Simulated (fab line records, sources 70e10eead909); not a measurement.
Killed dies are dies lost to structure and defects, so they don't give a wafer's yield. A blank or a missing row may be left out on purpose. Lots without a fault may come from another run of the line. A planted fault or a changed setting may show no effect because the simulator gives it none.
Which tool did it? | flow nand_harc | 12 lots, 36 wafers sampled, at 6 steps of a route of 1302

WHAT THE GAUGES READ, wafer by wafer
NHARC_THIN_TSV_CD_MEAS_33: target cd 5000 nm.
lot  | measured     | on        | cd_nm (nm)
L479 | day 24 06:28 | cd_sem-03 | 5002.2 5001.1 5001.9
L481 | day 24 07:47 | cd_sem-03 | 5000.0 5000.4 5001.4
L482 | day 24 20:50 | cd_sem-03 | 4995.4 4999.4 4997.6
L480 | day 24 22:32 | cd_sem-03 | 4995.6 4999.7 4997.6
L486 | day 27 08:19 | cd_sem-03 | 5000.4 4996.9 4994.4
L487 | day 27 19:53 | cd_sem-01 | 4996.1 4998.6 4998.7
L489 | day 28 18:24 | cd_sem-03 | 4997.9 5001.9 5001.0
L490 | day 28 22:55 | cd_sem-02 | 4998.5 4996.4 5000.6
L492 | day 29 00:03 | cd_sem-02 | 5000.0 4999.7 5000.8
L493 | day 29 20:02 | cd_sem-01 | 5002.2 5000.7 5000.0
L501 | day 32 20:11 | cd_sem-03 | 5000.6 4999.8 5000.4
L500 | day 32 21:27 | cd_sem-01 | 4998.6 4997.9 4997.9

NHARC_THIN_TSV_INSPECT_40.
lot  | measured     | on                | raw_defect_count
L479 | day 24 16:11 | defect_inspect-01 | 462 561 449
L481 | day 24 16:11 | defect_inspect-02 | 471 567 693
L482 | day 25 02:49 | defect_inspect-02 | 615 508 659
L480 | day 25 02:49 | defect_inspect-01 | 612 535 594
L486 | day 27 16:59 | defect_inspect-02 | 589 499 569
L487 | day 28 01:51 | defect_inspect-01 | 472 394 477
L489 | day 28 23:32 | defect_inspect-01 | 509 522 613
L490 | day 29 04:56 | defect_inspect-01 | 518 507 462
L492 | day 29 04:56 | defect_inspect-02 | 795 796 667
L493 | day 30 02:02 | defect_inspect-02 | 508 379 370
L501 | day 33 02:07 | defect_inspect-02 | 1045 1204 1044
L500 | day 33 02:07 | defect_inspect-01 | 1055 1088 952

NHARC_END_SORT_01.
lot  | measured     | on        | defect_limited_yield (%) | killed_at_array | killed_at_other | killed_at_periphery | killed_dies | killed_open | killed_short
L489 | day 29 04:14 | prober-02 | 90.8 91.6 90.8           | 56 51 59        | 1 0 0           | 5 6 3               | 62 57 62    | 5 2 5       | 5 6 2
L490 | day 29 12:52 | prober-02 | 92.2                     | 46              | 5               | 2                   | 53          | 2           | 4
L501 | day 33 05:57 | prober-02 | 81.4 78.6 85.2           | 40 65 62        | 83 80 35        | 3 0 3               | 126 145 100 | 1 6 2       | 1 4 3
L500 | day 33 06:01 | prober-01 | 84.3 88.6 83.6           | 51 35 56        | 52 35 48        | 3 7 7               | 106 77 111  | 2 2 3       | 2 2 5

WHICH TOOL RAN EACH LOT (tool, then ch and the chambers of the sampled wafers, then the start)
lot  | NHARC_THIN_TSV_ETCHBACK_48         | NHARC_THIN_TSV_DESCUM_35           | NHARC_THIN_TSV_STRIP_57
L479 | rie_diel-10 ch 0,2,3, day 24 02:51 | rie_diel-10 ch 0,1, day 24 06:38   | wet_bench-08 ch 0,3,4, day 24 07:31
L481 | rie_diel-07 ch 0,2,3, day 24 04:07 | rie_diel-07 ch 2,3, day 24 07:58   | wet_bench-10 ch 1,5,6, day 24 08:49
L482 | rie_diel-08 ch 0,1, day 24 17:11   | rie_diel-10 ch 0,2,3, day 24 21:00 | wet_bench-08 ch 0,6,7, day 24 21:49
L480 | rie_diel-10 ch 2,3, day 24 18:20   | rie_diel-07 ch 0,3, day 24 22:41   | wet_bench-10 ch 2,4,6, day 24 23:47
L486 | rie_diel-07 ch 0,3, day 27 04:41   | rie_diel-10 ch 0,1,2, day 27 08:30 | wet_bench-10 ch 0,1,3, day 27 09:21
L487 | rie_diel-07 ch 2,3, day 27 16:13   | rie_diel-10 ch 1,3, day 27 20:03   | wet_bench-10 ch 2,3,6, day 27 20:53
L489 | rie_diel-08 ch 0,1, day 28 14:52   | rie_diel-08 ch 1,2,3, day 28 18:35 | wet_bench-08 ch 1,2,6, day 28 19:23
L490 | rie_diel-07 ch 0,1, day 28 19:15   | rie_diel-10 ch 2,3, day 28 23:04   | wet_bench-10 ch 3,5,6, day 28 23:54
L492 | rie_diel-08 ch 0,1,3, day 28 20:32 | rie_diel-07 ch 0,1,3, day 29 00:15 | wet_bench-10 ch 0,1,6, day 29 01:03
L493 | rie_diel-07 ch 2,3, day 29 16:30   | rie_diel-10 ch 2,3, day 29 20:11   | wet_bench-08 ch 1,4,7, day 29 21:02
L501 | rie_diel-07 ch 0,1,2, day 32 16:37 | rie_diel-08 ch 0,1,2, day 32 20:21 | wet_bench-10 ch 0,4,6, day 32 21:11
L500 | rie_diel-08 ch 1,2,3, day 32 17:50 | rie_diel-07 ch 0,2,3, day 32 21:38 | wet_bench-10 ch 1,2,5, day 32 22:26
- NHARC_THIN_TSV_ETCHBACK_48: etches the open film in C4F8/Ar, target depth 1028.5 nm, time 405.17 s.
- NHARC_THIN_TSV_DESCUM_35: chemistry O2, time 3 s.
- NHARC_THIN_TSV_STRIP_57: strips in post etch residue remover, time 1200 s.

WHAT THE TOOLS THEMSELVES READ (means of the sampled wafers that have a number; where no wafer has one, the mark that the record gives instead)
NHARC_THIN_TSV_ETCHBACK_48.
lot  | tool        | oes_product_au (a.u.) | rf_vpp_V (V)
L479 | rie_diel-10 | 0.929                 | 547
L481 | rie_diel-07 | 0.930                 | 549
L482 | rie_diel-08 | 0.987                 | 546
L480 | rie_diel-10 | 0.924                 | 548
L486 | rie_diel-07 | 0.927                 | 545
L487 | rie_diel-07 | 0.923                 | 548
L489 | rie_diel-08 | 0.954                 | 545
L490 | rie_diel-07 | 0.961                 | 547
L492 | rie_diel-08 | 0.930                 | 548
L493 | rie_diel-07 | 0.987                 | 549
L501 | rie_diel-07 | 0.920                 | 548
L500 | rie_diel-08 | 1.002                 | 550

NHARC_THIN_TSV_DESCUM_35.
lot  | tool        | drypump_motor_current_A (A) | oes_product_au (a.u.) | rf_vpp_V (V) | showerhead_plenum_p_Torr (Torr) | throttle_valve_pct (%)
L479 | rie_diel-10 | 6.1                         | 0.992                 | 58.5         | 1.93                            | 11.309
L481 | rie_diel-07 | 6.2                         | 1.003                 | 58.2         | 1.99                            | 11.315
L482 | rie_diel-10 | 5.3                         | 0.999                 | 58.1         | 1.93                            | 11.306
L480 | rie_diel-07 | 6.6                         | 0.999                 | 57.1         | 1.89                            | 11.315
L486 | rie_diel-10 | 5.8                         | 0.985                 | 58.6         | 1.92                            | 11.322
L487 | rie_diel-10 | 5.3                         | 0.991                 | 57.5         | 1.97                            | 11.307
L489 | rie_diel-08 | 5.2                         | 0.990                 | 59.1         | 1.99                            | 11.317
L490 | rie_diel-10 | 5.0                         | 1.002                 | 57.9         | 1.95                            | 11.320
L492 | rie_diel-07 | 6.1                         | 1.001                 | 57.3         | 1.88                            | 11.325
L493 | rie_diel-10 | 5.0                         | 0.995                 | 57.3         | 1.95                            | 11.311
L501 | rie_diel-08 | 4.9                         | 1.010                 | 58.3         | 1.93                            | 11.315
L500 | rie_diel-07 | 6.4                         | 1.002                 | 57.7         | 1.93                            | 11.311

THE ANSWER, worked out from the rows above alone
Rule: what is usual is taken from the lots themselves. Put in order of their means at a reading, lots are off if they are a third of the lots or fewer, leave a main group of 4 or more, and stand apart from it by a gap of 3 or more times the standard deviation of the main group's means; of several such gaps the widest counts. A main group whose means are all the same, to the digits that the tables above print for the reading, isn't used. A lot without any number at a reading at which 4 lots or more have one is off too. The other lots that the step has rows for count as sound. The gauges are gone through in route order, then the tools' own readings, and for those a lot's mean is taken as printed above. The first step at which some lot is off is used, and at that step the reading that is off furthest; a lot without a number counts as furthest.
Off: L501, L500, at NHARC_THIN_TSV_INSPECT_40 (raw_defect_count). The main group: mean 546, standard deviation 89.
A tool fits if, at a process step before that reading, it ran every lot that is off, and no sound lot after the first of them. The gauges at NHARC_THIN_TSV_INSPECT_40 are tried like those tools. One fits: wet_bench-10 at NHARC_THIN_TSV_STRIP_57. Its last sound lot is L492 (day 29 01:03), its first lot that is off L501 (day 32 21:11): a fault that began between those two fits.

WHAT THE SIMULATOR HAD PUT IN
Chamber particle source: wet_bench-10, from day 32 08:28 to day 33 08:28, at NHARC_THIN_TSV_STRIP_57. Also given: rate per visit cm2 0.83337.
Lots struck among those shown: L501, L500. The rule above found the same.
